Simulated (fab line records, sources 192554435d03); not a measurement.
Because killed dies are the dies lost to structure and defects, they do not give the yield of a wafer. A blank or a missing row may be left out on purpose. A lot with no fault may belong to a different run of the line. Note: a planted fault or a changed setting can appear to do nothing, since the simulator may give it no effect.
The same fault as seen by 3 desks | flow n5_finfet | only its own numbers are on each desk; what lay behind them is given at the end

## FOR THE TOOL OWNER'S DESK: cmp-04
The tool's own readings at N5_DUMMY_GATE_CMP_04 (polishes a-Si): means of the sampled wafers that have a number, for each lot that ran on this tool. A lot is out of limits, marked OUT, if its mean lies more than 4 standard deviations from the usual mean; the brackets give that distance.
Columns: A = motor_current_A at N5_DUMMY_GATE_CMP_04, usual 9.9 A; B = pad_life_wafers at N5_DUMMY_GATE_CMP_04, usual 1168; C = slurry_flow_ml_min at N5_DUMMY_GATE_CMP_04, usual 150.0; D = time_to_endpoint_s at N5_DUMMY_GATE_CMP_04, usual 14.3 s
lot  | first seen here | A    | B    | C     | D
L971 | day 5 07:43     | 9.5  | 1508 | 149.9 | 13.8
L972 | day 5 13:23     | 9.6  | 1550 | 150.3 | 14.1
L977 | day 6 17:42     | 9.7  | 1770 | 149.9 | 16.5
L981 | day 7 19:43     | 10.0 | 2006 | 149.8 | 13.1
L982 | day 7 23:23     | 9.2  | 2046 | 150.3 | 13.9
This desk's finding: nothing out of limits on any of the 5 lots.

## THE DEFECT DESK
Counts from the inspections along the route, per lot, as means over the sampled wafers that have a number. A lot is out of limits, marked OUT, if its mean lies more than 4 standard deviations from the usual mean; the brackets give that distance.
Columns: A = raw_defect_count at N5_DUMMY_GATE_INSPECT_17, usual 200; B = raw_defect_count at N5_DUMMY_GATE_INSPECT_27, usual 306; C = raw_defect_count at N5_SPACER0_INSPECT_04, usual 142; D = raw_defect_count at N5_SD_EPI_N_INSPECT_11, usual 1.9
lot  | first seen here | A              | B              | C              | D
L964 | day 3 17:32     | 142            | 233            | 89             | 2.7
L969 | day 4 21:38     | 203            | 351            | 144            | 2.3
L971 | day 5 12:20     | 258            | 358            | 145            | 0.3
L972 | day 5 17:58     | 317            | 417            | 194            | 1.0
L977 | day 6 22:28     | 410            | 494            | 400 (+6.6) OUT | 290.7 (+99 or more) OUT
L981 | day 8 02:22     | 577 (+6.5) OUT | 662 (+4.6) OUT | 474 (+8.5) OUT | 273.3 (+99 or more) OUT
L982 | day 8 04:01     | 499 (+5.2) OUT | 611            | 403 (+6.7) OUT | 280.0 (+99 or more) OUT
L983 | day 8 11:44     | 219            | 289            | 153            | 1.7
L984 | day 8 18:13     | 154            | 193            | 132            | 1.0
This desk's verdict: out of limits on L977, L981, L982, starting with L977 at day 7 00:31 (raw_defect_count at N5_SPACER0_INSPECT_04). L964, L969, L971, L972, L983, L984 stayed within limits.

## METROLOGY DESK
What the gauges read for every lot (on any tool): the sampled wafers with a number, averaged. A lot is out of limits, marked OUT, if its mean lies more than 4 standard deviations from the usual mean; the brackets give that distance. Shown here are 7 of its 12 readings, the ones lying furthest out on some lot.
Columns: A = DIBL_P at N5_BEOL_M4_RC_MEAS_101, usual 35.6 mV/V; B = IOFF_N at N5_BEOL_M4_RC_MEAS_101, usual 0.15 nA/um; C = IOFF_P at N5_BEOL_M4_RC_MEAS_101, usual 0.20 nA/um; D = ION_N at N5_BEOL_M4_RC_MEAS_101, usual 668 uA/um; E = ION_P at N5_BEOL_M4_RC_MEAS_101, usual 459 uA/um; F = VT_N at N5_BEOL_M4_RC_MEAS_101, usual 250 mV; G = VT_P at N5_BEOL_M4_RC_MEAS_101, usual -251 mV
lot  | first seen here | A    | B    | C    | D   | E   | F   | G
L964 | day 3 17:29     | 35.2 | 0.14 | 0.17 | 666 | 454 | 251 | -255
L969 | day 4 21:34     | 36.7 | 0.15 | 0.20 | 674 | 463 | 252 | -252
L971 | day 5 12:16     | 33.9 | 0.12 | 0.18 | 653 | 458 | 253 | -252
L972 | day 5 17:55     | 37.7 | 0.19 | 0.25 | 679 | 467 | 248 | -248
L977 | day 6 22:25     | 36.0 | 0.16 | 0.21 | 673 | 459 | 249 | -251
L981 | day 8 02:19     | 35.7 | 0.15 | 0.20 | 664 | 456 | 250 | -252
L982 | day 8 03:58     | 36.8 | 0.16 | 0.22 | 664 | 459 | 250 | -249
L983 | day 8 11:41     | 34.0 | 0.13 | 0.18 | 664 | 460 | 251 | -252
L984 | day 8 18:10     | 39.5 | 0.23 | 0.28 | 696 | 472 | 244 | -244
This desk's finding: nothing out of limits on any of the 9 lots.

## TAKEN TOGETHER
The defect desk could have raised an alarm at day 7 00:31, on L977, L981, L982.
The desk of the tool owner found nothing out of limits.
Nothing out of limits was seen by the metrology desk.
Tool owner's desk: L977, L981, L982 on record, inside its limits.
The metrology desk has L977, L981, L982 on record, within its limits.
Of the lots named, all ran N5_DUMMY_GATE_CMP_04 on cmp-04.

## WHAT HAD BEEN PUT IN BY THE SIMULATOR
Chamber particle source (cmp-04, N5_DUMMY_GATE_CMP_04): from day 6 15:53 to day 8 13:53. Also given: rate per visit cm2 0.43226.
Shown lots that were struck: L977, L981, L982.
Hours from the fault's start to each desk's first reading out of limits: the defect desk, 9.
